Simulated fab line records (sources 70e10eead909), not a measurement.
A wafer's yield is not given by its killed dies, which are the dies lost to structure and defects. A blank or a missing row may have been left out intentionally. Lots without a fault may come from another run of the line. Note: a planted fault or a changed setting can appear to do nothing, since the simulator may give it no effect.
fab line records || flow nand-harc || part 2 of 2: steps 29 to 37 of 37
record {"lots": 5, "wafers": 15, "last-day": 34}
route steps=1302 shown P_GATE@211 P_CONTACT@217
lots untouched by any fault: they come from a run of this same line in which no faults occurred
start-h: the number of hours between the record's first day and the start of the first shown wafer of the lot || wait-h: hours from the lot's prior step to this one || " as in the row above || L1.1+2: one row covering several wafers at once || - value missing, or start not given || * or withheld: withheld || < > ~ a bound
route shown NAME@n: NAME is a module with steps in the file, n the number in the route of the first one || usual: mean/standard deviation of fault-free wafers || same: alike in all rows || chamber/n: place in a boat || sites: each site's reading || _std_site: standard deviation across them || _edge_site: mean of outer sites minus mean of inner sites || radius-mm: how far each site lies from the wafer's centre || mask NAME#n: copy n || behind: tool/chamber where the wafer was last shaped || hold: why the lot was held/for how many hours/how that ended || device: names the non-switching transistor (n, p or np) || end of line: the same wafers' tests at the end of the route || where a step has no rows: the recipe by itself || killed: count of dies lost to structure and defects at first sort (not the wafer's yield) || map: per-die view of a wafer (x killed, . not killed, _ where there is no die)
set.NAME: the setting that was run; set.NAME@STEP: the one run at that earlier step || model.NAME: the simulator's own value behind a step, which no gauge read
a table for each step, a row for each wafer; lots at some steps of the route
services: when a tool's chamber went out of use (start-h, in hours from the record's first day, below 0 if earlier), for how many hours, and the reason
## steps
# step NHARC_P_CONTACT_ETCH_31
# recipe {"target-depth-a": 300, "time-s": 85.7, "ion-energy-ev": 120, "over-etch-frac": 1, "ch3f-flow-sccm": 50, "o2-flow-sccm": 30, "ar-flow-sccm": 200, "rf-w": 500, "bias-w": 100, "chemistry": "CH3F/O2"}
# usual {"drypump-motor-current-A": "5.5/0.36", "o2-flow-sccm": "29.99/0.078", "oes-product-au": "0.976/0.016", "rf-vpp-V": "244.2/1.5", "showerhead-plenum-p-Torr": "2.44/0.088", "throttle-valve-pct": "20.663/0.009"}
{"lot.wafer": "L076.1", "tool": "rie-diel-05", "chamber": 0, "start-h": "-", "wait-h": "-", "drypump-motor-current-A": 5.2, "o2-flow-sccm": 29.93, "oes-product-au": 0.982, "rf-hours-counter-h": 1.9, "rf-vpp-V": 242.0, "showerhead-plenum-p-Torr": 2.32, "throttle-valve-pct": 20.659}
{"lot.wafer": "L076.6", "tool": "rie-diel-05", "chamber": 2, "start-h": "-", "wait-h": "-", "drypump-motor-current-A": 5.2, "o2-flow-sccm": 29.98, "oes-product-au": 0.965, "rf-hours-counter-h": "-", "rf-vpp-V": 245.7, "showerhead-plenum-p-Torr": 2.58, "throttle-valve-pct": 20.674}
{"lot.wafer": "L076.5", "tool": "rie-diel-05", "chamber": 3, "start-h": "-", "wait-h": "-", "drypump-motor-current-A": 6.4, "o2-flow-sccm": 30.13, "oes-product-au": 0.979, "rf-hours-counter-h": "-", "rf-vpp-V": 245.6, "showerhead-plenum-p-Torr": 2.53, "throttle-valve-pct": 20.646}
{"lot.wafer": "L081.1", "tool": "rie-diel-08", "chamber": 3, "start-h": "-", "wait-h": "-", "drypump-motor-current-A": 5.3, "o2-flow-sccm": 30.05, "oes-product-au": 0.984, "rf-hours-counter-h": 5.1, "rf-vpp-V": 243.0, "showerhead-plenum-p-Torr": 2.40, "throttle-valve-pct": 20.667}
{"lot.wafer": "L081.4", "tool": "rie-diel-08", "chamber": 0, "start-h": "-", "wait-h": "-", "drypump-motor-current-A": 5.3, "o2-flow-sccm": 29.98, "oes-product-au": 0.993, "rf-hours-counter-h": 4.7, "rf-vpp-V": 244.4, "showerhead-plenum-p-Torr": 2.40, "throttle-valve-pct": 20.664}
{"lot.wafer": "L081.6", "tool": "rie-diel-08", "chamber": 2, "start-h": "-", "wait-h": "-", "drypump-motor-current-A": 5.7, "o2-flow-sccm": 29.96, "oes-product-au": 0.966, "rf-hours-counter-h": "-", "rf-vpp-V": 244.3, "showerhead-plenum-p-Torr": 2.45, "throttle-valve-pct": 20.668}
{"lot.wafer": "L091.1", "tool": "rie-diel-08", "chamber": 2, "start-h": "-", "wait-h": "-", "drypump-motor-current-A": 5.7, "o2-flow-sccm": 30.01, "oes-product-au": 0.986, "rf-hours-counter-h": 3.0, "rf-vpp-V": 242.0, "showerhead-plenum-p-Torr": 2.44, "throttle-valve-pct": 20.674}
{"lot.wafer": "L091.2", "tool": "rie-diel-08", "chamber": 3, "start-h": "-", "wait-h": "-", "drypump-motor-current-A": 5.4, "o2-flow-sccm": 29.98, "oes-product-au": 0.970, "rf-hours-counter-h": 2.8, "rf-vpp-V": 243.7, "showerhead-plenum-p-Torr": 2.40, "throttle-valve-pct": 20.671}
{"lot.wafer": "L091.5", "tool": "rie-diel-08", "chamber": 2, "start-h": "-", "wait-h": "-", "drypump-motor-current-A": 5.7, "o2-flow-sccm": 29.96, "oes-product-au": 0.977, "rf-hours-counter-h": "-", "rf-vpp-V": 245.0, "showerhead-plenum-p-Torr": 2.44, "throttle-valve-pct": 20.660}
{"lot.wafer": "L094.3", "tool": "rie-diel-08", "chamber": 3, "start-h": "-", "wait-h": "-", "drypump-motor-current-A": 5.4, "o2-flow-sccm": 30.11, "oes-product-au": 0.982, "rf-hours-counter-h": 3.8, "rf-vpp-V": 245.0, "showerhead-plenum-p-Torr": 2.40, "throttle-valve-pct": 20.657}
{"lot.wafer": "L094.6", "tool": "rie-diel-08", "chamber": 3, "start-h": "-", "wait-h": "-", "drypump-motor-current-A": 5.4, "o2-flow-sccm": 30.09, "oes-product-au": 0.983, "rf-hours-counter-h": "-", "rf-vpp-V": 243.4, "showerhead-plenum-p-Torr": 2.40, "throttle-valve-pct": 20.665}
{"lot.wafer": "L094.5", "tool": "rie-diel-08", "chamber": 0, "start-h": "-", "wait-h": "-", "drypump-motor-current-A": 5.3, "o2-flow-sccm": 29.93, "oes-product-au": 0.973, "rf-hours-counter-h": "-", "rf-vpp-V": 242.9, "showerhead-plenum-p-Torr": 2.40, "throttle-valve-pct": 20.646}
{"lot.wafer": "L095.1", "tool": "rie-diel-08", "chamber": 0, "start-h": "-", "wait-h": "-", "drypump-motor-current-A": 5.3, "o2-flow-sccm": 29.97, "oes-product-au": 0.996, "rf-hours-counter-h": 4.5, "rf-vpp-V": 242.5, "showerhead-plenum-p-Torr": 2.40, "throttle-valve-pct": 20.656}
{"lot.wafer": "L095.4", "tool": "rie-diel-08", "chamber": 2, "start-h": "-", "wait-h": "-", "drypump-motor-current-A": 5.7, "o2-flow-sccm": 29.89, "oes-product-au": 0.986, "rf-hours-counter-h": 4.6, "rf-vpp-V": 244.7, "showerhead-plenum-p-Torr": 2.44, "throttle-valve-pct": 20.660}
{"lot.wafer": "L095.3", "tool": "rie-diel-08", "chamber": 3, "start-h": "-", "wait-h": "-", "drypump-motor-current-A": 5.4, "o2-flow-sccm": 29.91, "oes-product-au": 0.993, "rf-hours-counter-h": 4.2, "rf-vpp-V": 243.5, "showerhead-plenum-p-Torr": 2.40, "throttle-valve-pct": 20.664}
# step NHARC_P_CONTACT_CD_MEAS_19
# usual {"cd-nm": "89.8/0.91"}
{"lot.wafer": "L076.1", "tool": "cd-sem-02", "chamber": "-", "start-h": 141.40, "wait-h": "-", "cd-nm": 89.4}
{"lot.wafer": "L076.5", "tool": "cd-sem-02", "chamber": "-", "start-h": 141.40, "wait-h": "-", "cd-nm": 90.6}
{"lot.wafer": "L076.6", "tool": "cd-sem-02", "chamber": "-", "start-h": 141.40, "wait-h": "-", "cd-nm": 88.6}
{"lot.wafer": "L081.1", "tool": "cd-sem-03", "chamber": "-", "start-h": 187.01, "wait-h": "-", "cd-nm": 89.5}
{"lot.wafer": "L081.4", "tool": "cd-sem-03", "chamber": "-", "start-h": 187.01, "wait-h": "-", "cd-nm": 88.6}
{"lot.wafer": "L081.6", "tool": "cd-sem-03", "chamber": "-", "start-h": 187.01, "wait-h": "-", "cd-nm": 91.7}
{"lot.wafer": "L091.1", "tool": "cd-sem-03", "chamber": "-", "start-h": 280.80, "wait-h": "-", "cd-nm": 89.3}
{"lot.wafer": "L091.2", "tool": "cd-sem-03", "chamber": "-", "start-h": 280.80, "wait-h": "-", "cd-nm": 90.8}
{"lot.wafer": "L091.5", "tool": "cd-sem-03", "chamber": "-", "start-h": 280.80, "wait-h": "-", "cd-nm": 88.7}
{"lot.wafer": "L094.3", "tool": "cd-sem-03", "chamber": "-", "start-h": 320.13, "wait-h": "-", "cd-nm": 89.8}
{"lot.wafer": "L094.5", "tool": "cd-sem-03", "chamber": "-", "start-h": 320.13, "wait-h": "-", "cd-nm": 89.6}
{"lot.wafer": "L094.6", "tool": "cd-sem-03", "chamber": "-", "start-h": 320.13, "wait-h": "-", "cd-nm": 90.3}
{"lot.wafer": "L095.1", "tool": "cd-sem-01", "chamber": "-", "start-h": 332.59, "wait-h": "-", "cd-nm": 89.6}
{"lot.wafer": "L095.3", "tool": "cd-sem-01", "chamber": "-", "start-h": 332.59, "wait-h": "-", "cd-nm": 87.8}
{"lot.wafer": "L095.4", "tool": "cd-sem-01", "chamber": "-", "start-h": 332.59, "wait-h": "-", "cd-nm": 89.3}
# step NHARC_P_CONTACT_STRIP_28
# recipe {"o2-flow-sccm": 500, "ar-flow-sccm": 0, "bias-w": 0, "chemistry": "O2"}
# usual {"drypump-motor-current-A": "5.6/0.39", "o2-flow-sccm": "500.1/1.5", "oes-product-au": "0.999/0.0071", "rf-vpp-V": "57.9/0.87", "showerhead-plenum-p-Torr": "3.53/0.13", "throttle-valve-pct": "17.037/0.0088"}
{"lot.wafer": "L076.1", "tool": "rie-diel-10", "chamber": 0, "start-h": 141.51, "wait-h": 0.1, "drypump-motor-current-A": 5.7, "o2-flow-sccm": 500.2, "oes-product-au": 1.000, "rf-hours-counter-h": 2.6, "rf-vpp-V": 57.5, "showerhead-plenum-p-Torr": 3.56, "throttle-valve-pct": 17.030}
{"lot.wafer": "L076.5", "tool": "rie-diel-10", "chamber": 2, "start-h": 141.51, "wait-h": 0.1, "drypump-motor-current-A": 4.9, "o2-flow-sccm": 497.8, "oes-product-au": 0.987, "rf-hours-counter-h": "-", "rf-vpp-V": 57.1, "showerhead-plenum-p-Torr": 3.37, "throttle-valve-pct": 17.041}
{"lot.wafer": "L076.6", "tool": "rie-diel-10", "chamber": 3, "start-h": 141.51, "wait-h": 0.1, "drypump-motor-current-A": 6.2, "o2-flow-sccm": 499.7, "oes-product-au": 1.001, "rf-hours-counter-h": "-", "rf-vpp-V": 56.9, "showerhead-plenum-p-Torr": 3.71, "throttle-valve-pct": 17.032}
{"lot.wafer": "L081.4", "tool": "rie-diel-08", "chamber": 3, "start-h": 187.10, "wait-h": 0.1, "drypump-motor-current-A": 5.4, "o2-flow-sccm": 501.0, "oes-product-au": 0.992, "rf-hours-counter-h": 5.1, "rf-vpp-V": 57.5, "showerhead-plenum-p-Torr": 3.45, "throttle-valve-pct": 17.046}
{"lot.wafer": "L081.1", "tool": "rie-diel-08", "chamber": 1, "start-h": 187.10, "wait-h": 0.1, "drypump-motor-current-A": 5.6, "o2-flow-sccm": 501.2, "oes-product-au": 0.992, "rf-hours-counter-h": 5.3, "rf-vpp-V": 57.8, "showerhead-plenum-p-Torr": 3.31, "throttle-valve-pct": 17.046}
{"lot.wafer": "L081.6", "tool": "rie-diel-08", "chamber": 3, "start-h": 187.10, "wait-h": 0.1, "drypump-motor-current-A": 5.4, "o2-flow-sccm": 500.0, "oes-product-au": 0.998, "rf-hours-counter-h": "-", "rf-vpp-V": 57.8, "showerhead-plenum-p-Torr": 3.45, "throttle-valve-pct": 17.023}
{"lot.wafer": "L091.2", "tool": "rie-diel-10", "chamber": 0, "start-h": 280.88, "wait-h": 0.1, "drypump-motor-current-A": 5.6, "o2-flow-sccm": 501.2, "oes-product-au": 1.006, "rf-hours-counter-h": 2.0, "rf-vpp-V": 59.5, "showerhead-plenum-p-Torr": 3.56, "throttle-valve-pct": 17.035}
{"lot.wafer": "L091.1", "tool": "rie-diel-10", "chamber": 1, "start-h": 280.88, "wait-h": 0.1, "drypump-motor-current-A": 5.8, "o2-flow-sccm": 502.2, "oes-product-au": 0.981, "rf-hours-counter-h": 2.0, "rf-vpp-V": 57.4, "showerhead-plenum-p-Torr": 3.61, "throttle-valve-pct": 17.040}
{"lot.wafer": "L091.5", "tool": "rie-diel-10", "chamber": 1, "start-h": 280.88, "wait-h": 0.1, "drypump-motor-current-A": 5.8, "o2-flow-sccm": 498.9, "oes-product-au": 0.992, "rf-hours-counter-h": "-", "rf-vpp-V": 58.2, "showerhead-plenum-p-Torr": 3.61, "throttle-valve-pct": 17.027}
{"lot.wafer": "L094.3", "tool": "rie-diel-10", "chamber": 0, "start-h": 320.20, "wait-h": 0.1, "drypump-motor-current-A": 5.6, "o2-flow-sccm": 500.7, "oes-product-au": 0.998, "rf-hours-counter-h": 4.1, "rf-vpp-V": 58.7, "showerhead-plenum-p-Torr": 3.56, "throttle-valve-pct": 17.050}
{"lot.wafer": "L094.6", "tool": "rie-diel-10", "chamber": 0, "start-h": 320.20, "wait-h": 0.1, "drypump-motor-current-A": 5.7, "o2-flow-sccm": 498.8, "oes-product-au": 1.010, "rf-hours-counter-h": "-", "rf-vpp-V": 58.5, "showerhead-plenum-p-Torr": 3.56, "throttle-valve-pct": 17.046}
{"lot.wafer": "L094.5", "tool": "rie-diel-10", "chamber": 1, "start-h": 320.20, "wait-h": 0.1, "drypump-motor-current-A": 5.8, "o2-flow-sccm": 502.2, "oes-product-au": 0.993, "rf-hours-counter-h": "-", "rf-vpp-V": 59.6, "showerhead-plenum-p-Torr": 3.61, "throttle-valve-pct": 17.038}
{"lot.wafer": "L095.4", "tool": "rie-diel-05", "chamber": 1, "start-h": 332.69, "wait-h": 0.1, "drypump-motor-current-A": 5.5, "o2-flow-sccm": 502.0, "oes-product-au": 0.999, "rf-hours-counter-h": 1.9, "rf-vpp-V": 58.9, "showerhead-plenum-p-Torr": 3.66, "throttle-valve-pct": 17.046}
{"lot.wafer": "L095.3", "tool": "rie-diel-05", "chamber": 2, "start-h": 332.69, "wait-h": 0.1, "drypump-motor-current-A": 5.2, "o2-flow-sccm": 498.6, "oes-product-au": 0.994, "rf-hours-counter-h": 2.1, "rf-vpp-V": 59.6, "showerhead-plenum-p-Torr": 3.69, "throttle-valve-pct": 17.036}
{"lot.wafer": "L095.1", "tool": "rie-diel-05", "chamber": 3, "start-h": 332.69, "wait-h": 0.1, "drypump-motor-current-A": 6.4, "o2-flow-sccm": 501.2, "oes-product-au": 1.005, "rf-hours-counter-h": 2.1, "rf-vpp-V": 57.3, "showerhead-plenum-p-Torr": 3.63, "throttle-valve-pct": 17.030}
# step NHARC_P_CONTACT_STRIP_29
# recipe {"time-s": 1200, "temp-c": 72.5, "chemistry": "post-etch-residue-remover"}
{"lot.wafer": "L076.1+6+5", "tool": "wet-bench-05", "chamber": "0,2,4", "start-h": 141.66, "wait-h": "-"}
{"lot.wafer": "L081.4+6+1", "tool": "wet-bench-02", "chamber": "3,6,7", "start-h": 187.28, "wait-h": "-"}
{"lot.wafer": "L091.1+5+2", "tool": "wet-bench-05", "chamber": "5,6,7", "start-h": 281.10, "wait-h": "-"}
{"lot.wafer": "L094.5+3+6", "tool": "wet-bench-05", "chamber": "2,4,5", "start-h": 320.40, "wait-h": "-"}
{"lot.wafer": "L095.1+4+3", "tool": "wet-bench-05", "chamber": "4,6,7", "start-h": 332.85, "wait-h": "-"}
# step NHARC_P_CONTACT_DEGAS_38
# recipe {"temp-c": 300, "time-s": 60}
# usual {"heater-power-w": "443/21"}
{"lot.wafer": "L076.1", "tool": "pvd-sputter-01", "chamber": "-", "start-h": 142.14, "wait-h": "-", "heater-power-w": 439}
{"lot.wafer": "L076.6", "tool": "pvd-sputter-01", "chamber": "-", "start-h": 142.14, "wait-h": "-", "heater-power-w": 406}
{"lot.wafer": "L076.5", "tool": "pvd-sputter-01", "chamber": "-", "start-h": 142.14, "wait-h": "-", "heater-power-w": 443}
{"lot.wafer": "L081.1", "tool": "pvd-sputter-03", "chamber": "-", "start-h": 187.73, "wait-h": "-", "heater-power-w": 432}
{"lot.wafer": "L081.4", "tool": "pvd-sputter-03", "chamber": "-", "start-h": 187.73, "wait-h": "-", "heater-power-w": 445}
{"lot.wafer": "L081.6", "tool": "pvd-sputter-03", "chamber": "-", "start-h": 187.73, "wait-h": "-", "heater-power-w": 438}
{"lot.wafer": "L091.2", "tool": "pvd-sputter-03", "chamber": "-", "start-h": 281.59, "wait-h": "-", "heater-power-w": 418}
{"lot.wafer": "L091.1", "tool": "pvd-sputter-03", "chamber": "-", "start-h": 281.59, "wait-h": "-", "heater-power-w": 468}
{"lot.wafer": "L091.5", "tool": "pvd-sputter-03", "chamber": "-", "start-h": 281.59, "wait-h": "-", "heater-power-w": 420}
{"lot.wafer": "L094.3", "tool": "pvd-sputter-02", "chamber": "-", "start-h": 320.86, "wait-h": "-", "heater-power-w": 462}
{"lot.wafer": "L094.5", "tool": "pvd-sputter-02", "chamber": "-", "start-h": 320.86, "wait-h": "-", "heater-power-w": 444}
{"lot.wafer": "L094.6", "tool": "pvd-sputter-02", "chamber": "-", "start-h": 320.86, "wait-h": "-", "heater-power-w": 477}
{"lot.wafer": "L095.4", "tool": "pvd-sputter-02", "chamber": "-", "start-h": 333.31, "wait-h": "-", "heater-power-w": 462}
{"lot.wafer": "L095.3", "tool": "pvd-sputter-02", "chamber": "-", "start-h": 333.31, "wait-h": "-", "heater-power-w": 436}
{"lot.wafer": "L095.1", "tool": "pvd-sputter-02", "chamber": "-", "start-h": 333.31, "wait-h": "-", "heater-power-w": 433}
# step NHARC_P_CONTACT_PRE_CLEAN_39
# recipe {"time-s": 19.5, "bias-v": 250, "gas": "Ar"}
{"lot.wafer": "L076.1+6+5", "tool": "pvd-sputter-01", "chamber": "-", "start-h": "-", "wait-h": "-"}
{"lot.wafer": "L081.1+4+6", "tool": "pvd-sputter-03", "chamber": "-", "start-h": "-", "wait-h": "-"}
{"lot.wafer": "L091.2+1+5", "tool": "pvd-sputter-03", "chamber": "-", "start-h": "-", "wait-h": "-"}
{"lot.wafer": "L094.3+6+5", "tool": "pvd-sputter-02", "chamber": "-", "start-h": "-", "wait-h": "-"}
{"lot.wafer": "L095.1+4+3", "tool": "pvd-sputter-02", "chamber": "-", "start-h": "-", "wait-h": "-"}
# step NHARC_P_CONTACT_PVD_32
# recipe {"target-thk-a": 50, "chamber-pressure-pa": 5, "power-w": 5000, "substrate-temp-c": 200, "time-s": 17.7, "material": "Ti"}
# usual {"throttle-valve-pct": "29.8/0.71"}
{"lot.wafer": "L076.1", "tool": "pvd-sputter-01", "chamber": "-", "start-h": "-", "wait-h": "-", "throttle-valve-pct": 28.8}
{"lot.wafer": "L076.5", "tool": "pvd-sputter-01", "chamber": "-", "start-h": "-", "wait-h": "-", "throttle-valve-pct": 30.5}
{"lot.wafer": "L076.6", "tool": "pvd-sputter-01", "chamber": "-", "start-h": "-", "wait-h": "-", "throttle-valve-pct": 28.8}
{"lot.wafer": "L081.1", "tool": "pvd-sputter-03", "chamber": "-", "start-h": "-", "wait-h": "-", "throttle-valve-pct": 29.1}
{"lot.wafer": "L081.4", "tool": "pvd-sputter-03", "chamber": "-", "start-h": "-", "wait-h": "-", "throttle-valve-pct": 30.4}
{"lot.wafer": "L081.6", "tool": "pvd-sputter-03", "chamber": "-", "start-h": "-", "wait-h": "-", "throttle-valve-pct": 28.9}
{"lot.wafer": "L091.1", "tool": "pvd-sputter-03", "chamber": "-", "start-h": "-", "wait-h": "-", "throttle-valve-pct": 29.2}
{"lot.wafer": "L091.2", "tool": "pvd-sputter-03", "chamber": "-", "start-h": "-", "wait-h": "-", "throttle-valve-pct": 29.7}
{"lot.wafer": "L091.5", "tool": "pvd-sputter-03", "chamber": "-", "start-h": "-", "wait-h": "-", "throttle-valve-pct": 29.3}
{"lot.wafer": "L094.3", "tool": "pvd-sputter-02", "chamber": "-", "start-h": "-", "wait-h": "-", "throttle-valve-pct": 29.5}
{"lot.wafer": "L094.6", "tool": "pvd-sputter-02", "chamber": "-", "start-h": "-", "wait-h": "-", "throttle-valve-pct": 29.8}
{"lot.wafer": "L094.5", "tool": "pvd-sputter-02", "chamber": "-", "start-h": "-", "wait-h": "-", "throttle-valve-pct": 30.0}
{"lot.wafer": "L095.3", "tool": "pvd-sputter-02", "chamber": "-", "start-h": "-", "wait-h": "-", "throttle-valve-pct": 30.8}
{"lot.wafer": "L095.1", "tool": "pvd-sputter-02", "chamber": "-", "start-h": "-", "wait-h": "-", "throttle-valve-pct": 30.1}
{"lot.wafer": "L095.4", "tool": "pvd-sputter-02", "chamber": "-", "start-h": "-", "wait-h": "-", "throttle-valve-pct": 30.2}
# step NHARC_P_CONTACT_ALD_22
# recipe {"target-thk-a": 30, "pulse-time-s": 1, "ald-cycles": 150, "temp-c": 450, "material": "TiN"}
# usual {"heater-power-outer-w": "722/53", "heater-power-w": "1130/85", "precursor-pulse-height-rel": "1.002/0.021"}
{"lot.wafer": "L076.1", "tool": "ald-metal-04", "chamber": 3, "start-h": 142.39, "wait-h": "-", "heater-power-outer-w": 734, "heater-power-w": 1139, "precursor-pulse-height-rel": 1.025}
{"lot.wafer": "L076.6", "tool": "ald-metal-04", "chamber": 2, "start-h": 142.39, "wait-h": "-", "heater-power-outer-w": 748, "heater-power-w": 1200, "precursor-pulse-height-rel": 0.971}
{"lot.wafer": "L076.5", "tool": "ald-metal-04", "chamber": 3, "start-h": 142.39, "wait-h": "-", "heater-power-outer-w": 757, "heater-power-w": 1186, "precursor-pulse-height-rel": 1.011}
{"lot.wafer": "L081.4", "tool": "ald-metal-01", "chamber": 2, "start-h": 187.97, "wait-h": "-", "heater-power-outer-w": 736, "heater-power-w": 1117, "precursor-pulse-height-rel": 1.020}
{"lot.wafer": "L081.1", "tool": "ald-metal-01", "chamber": 0, "start-h": 187.97, "wait-h": "-", "heater-power-outer-w": 698, "heater-power-w": 1108, "precursor-pulse-height-rel": 1.004}
{"lot.wafer": "L081.6", "tool": "ald-metal-01", "chamber": 2, "start-h": 187.97, "wait-h": "-", "heater-power-outer-w": 737, "heater-power-w": 1131, "precursor-pulse-height-rel": 0.982}
{"lot.wafer": "L091.2", "tool": "ald-metal-01", "chamber": 2, "start-h": 281.84, "wait-h": "-", "heater-power-outer-w": 718, "heater-power-w": 1115, "precursor-pulse-height-rel": 1.002}
{"lot.wafer": "L091.1", "tool": "ald-metal-01", "chamber": 1, "start-h": 281.84, "wait-h": "-", "heater-power-outer-w": 700, "heater-power-w": 1090, "precursor-pulse-height-rel": 0.999}
{"lot.wafer": "L091.5", "tool": "ald-metal-01", "chamber": 2, "start-h": 281.84, "wait-h": "-", "heater-power-outer-w": 745, "heater-power-w": 1131, "precursor-pulse-height-rel": 0.983}
{"lot.wafer": "L094.3", "tool": "ald-metal-01", "chamber": 1, "start-h": 321.08, "wait-h": "-", "heater-power-outer-w": 707, "heater-power-w": 1089, "precursor-pulse-height-rel": 0.994}
{"lot.wafer": "L094.6", "tool": "ald-metal-01", "chamber": 1, "start-h": 321.08, "wait-h": "-", "heater-power-outer-w": 684, "heater-power-w": 1102, "precursor-pulse-height-rel": 0.984}
{"lot.wafer": "L094.5", "tool": "ald-metal-01", "chamber": 2, "start-h": 321.08, "wait-h": "-", "heater-power-outer-w": 743, "heater-power-w": 1145, "precursor-pulse-height-rel": 1.004}
{"lot.wafer": "L095.1", "tool": "ald-metal-02", "chamber": 0, "start-h": 333.55, "wait-h": "-", "heater-power-outer-w": 757, "heater-power-w": 1249, "precursor-pulse-height-rel": 0.998}
{"lot.wafer": "L095.3", "tool": "ald-metal-02", "chamber": 1, "start-h": 333.55, "wait-h": "-", "heater-power-outer-w": 802, "heater-power-w": 1158, "precursor-pulse-height-rel": 0.985}
{"lot.wafer": "L095.4", "tool": "ald-metal-02", "chamber": 3, "start-h": 333.55, "wait-h": "-", "heater-power-outer-w": 651, "heater-power-w": 1036, "precursor-pulse-height-rel": 1.015}
# step NHARC_P_CONTACT_CVD_23
# recipe {"target-thk-a": 2000, "temp-c": 300, "pressure-torr": 40, "wf6-flow-sccm": 40, "h2-flow-sccm": 1600, "ar-flow-sccm": 1560, "time-s": 557, "material": "W"}
# usual {"heater-power-outer-w": "275/21", "heater-power-w": "477/48", "throttle-valve-pct": "8.18/0.23"}
{"lot.wafer": "L076.1", "tool": "cvd-w-01", "chamber": 0, "start-h": "-", "wait-h": "-", "heater-power-outer-w": 291, "heater-power-w": 515, "throttle-valve-pct": 8.12}
{"lot.wafer": "L076.6", "tool": "cvd-w-01", "chamber": 0, "start-h": "-", "wait-h": "-", "heater-power-outer-w": 300, "heater-power-w": 522, "throttle-valve-pct": 8.34}
{"lot.wafer": "L076.5", "tool": "cvd-w-01", "chamber": 1, "start-h": "-", "wait-h": "-", "heater-power-outer-w": 260, "heater-power-w": 456, "throttle-valve-pct": 7.89}
{"lot.wafer": "L081.1", "tool": "cvd-w-02", "chamber": 0, "start-h": "-", "wait-h": "-", "heater-power-outer-w": 295, "heater-power-w": 518, "throttle-valve-pct": 7.92}
{"lot.wafer": "L081.4", "tool": "cvd-w-02", "chamber": 1, "start-h": "-", "wait-h": "-", "heater-power-outer-w": 242, "heater-power-w": 401, "throttle-valve-pct": 8.30}
{"lot.wafer": "L081.6", "tool": "cvd-w-02", "chamber": 0, "start-h": "-", "wait-h": "-", "heater-power-outer-w": 287, "heater-power-w": 512, "throttle-valve-pct": 8.03}
{"lot.wafer": "L091.1", "tool": "cvd-w-01", "chamber": 0, "start-h": "-", "wait-h": "-", "heater-power-outer-w": 289, "heater-power-w": 524, "throttle-valve-pct": 8.32}
{"lot.wafer": "L091.2", "tool": "cvd-w-01", "chamber": 1, "start-h": "-", "wait-h": "-", "heater-power-outer-w": 264, "heater-power-w": 440, "throttle-valve-pct": 8.06}
{"lot.wafer": "L091.5", "tool": "cvd-w-01", "chamber": 0, "start-h": "-", "wait-h": "-", "heater-power-outer-w": 296, "heater-power-w": 523, "throttle-valve-pct": 8.21}
{"lot.wafer": "L094.3", "tool": "cvd-w-02", "chamber": 0, "start-h": "-", "wait-h": "-", "heater-power-outer-w": 288, "heater-power-w": 525, "throttle-valve-pct": 7.83}
{"lot.wafer": "L094.6", "tool": "cvd-w-02", "chamber": 0, "start-h": "-", "wait-h": "-", "heater-power-outer-w": 299, "heater-power-w": 514, "throttle-valve-pct": 7.72}
{"lot.wafer": "L094.5", "tool": "cvd-w-02", "chamber": 1, "start-h": "-", "wait-h": "-", "heater-power-outer-w": 239, "heater-power-w": 420, "throttle-valve-pct": 8.11}
{"lot.wafer": "L095.1", "tool": "cvd-w-01", "chamber": 1, "start-h": "-", "wait-h": "-", "heater-power-outer-w": 269, "heater-power-w": 447, "throttle-valve-pct": 8.11}
{"lot.wafer": "L095.4", "tool": "cvd-w-01", "chamber": 1, "start-h": "-", "wait-h": "-", "heater-power-outer-w": 260, "heater-power-w": 433, "throttle-valve-pct": 8.37}
{"lot.wafer": "L095.3", "tool": "cvd-w-01", "chamber": 0, "start-h": "-", "wait-h": "-", "heater-power-outer-w": 302, "heater-power-w": 520, "throttle-valve-pct": 8.38}
## services
{"tool": "pecvd-04", "chamber": 2, "start-h": 114.33, "hours": 3.4, "kind": "repair"}
{"tool": "rie-diel-05", "chamber": 2, "start-h": 125.55, "hours": 4.0, "kind": "repair"}
{"tool": "pvd-sputter-03", "chamber": "-", "start-h": 131.11, "hours": 8.2, "kind": "repair"}
{"tool": "pvd-sputter-01", "chamber": "-", "start-h": 142.74, "hours": 2.1, "kind": "repair"}
{"tool": "pvd-sputter-03", "chamber": "-", "start-h": 146.39, "hours": 2.0, "kind": "repair"}
{"tool": "litho-track-01", "chamber": "-", "start-h": 155.00, "hours": 7.0, "kind": "pm"}
{"tool": "wet-bench-07", "chamber": "-", "start-h": 160.05, "hours": 8.0, "kind": "pm"}
{"tool": "litho-track-06", "chamber": "-", "start-h": 179.00, "hours": 7.0, "kind": "pm"}
{"tool": "rie-diel-05", "chamber": 2, "start-h": 190.15, "hours": 5.4, "kind": "repair"}
{"tool": "rie-diel-08", "chamber": "-", "start-h": 190.80, "hours": 9.0, "kind": "pm"}
{"tool": "pvd-sputter-03", "chamber": "-", "start-h": 196.72, "hours": 10.0, "kind": "pm"}
{"tool": "litho-track-04", "chamber": "-", "start-h": 203.00, "hours": 7.0, "kind": "pm"}
{"tool": "pvd-sputter-01", "chamber": "-", "start-h": 227.30, "hours": 10.0, "kind": "pm"}
{"tool": "rie-diel-05", "chamber": "-", "start-h": 229.60, "hours": 9.0, "kind": "pm"}
{"tool": "pvd-sputter-01", "chamber": "-", "start-h": 251.77, "hours": 2.6, "kind": "repair"}
{"tool": "wet-bench-05", "chamber": "-", "start-h": 260.80, "hours": 8.0, "kind": "pm"}
{"tool": "pvd-sputter-02", "chamber": "-", "start-h": 262.96, "hours": 3.1, "kind": "repair"}
{"tool": "pecvd-04", "chamber": "-", "start-h": 269.01, "hours": 13.0, "kind": "pm"}
{"tool": "wet-bench-07", "chamber": "-", "start-h": 271.27, "hours": 4.0, "kind": "repair"}
{"tool": "pvd-sputter-02", "chamber": "-", "start-h": 282.00, "hours": 10.0, "kind": "pm"}
{"tool": "rie-diel-08", "chamber": 3, "start-h": 297.18, "hours": 6.9, "kind": "repair"}
{"tool": "pvd-sputter-02", "chamber": "-", "start-h": 297.71, "hours": 3.8, "kind": "repair"}
{"tool": "pvd-sputter-03", "chamber": "-", "start-h": 306.01, "hours": 0.7, "kind": "repair"}
{"tool": "rie-diel-08", "chamber": 2, "start-h": 333.24, "hours": 2.9, "kind": "repair"}
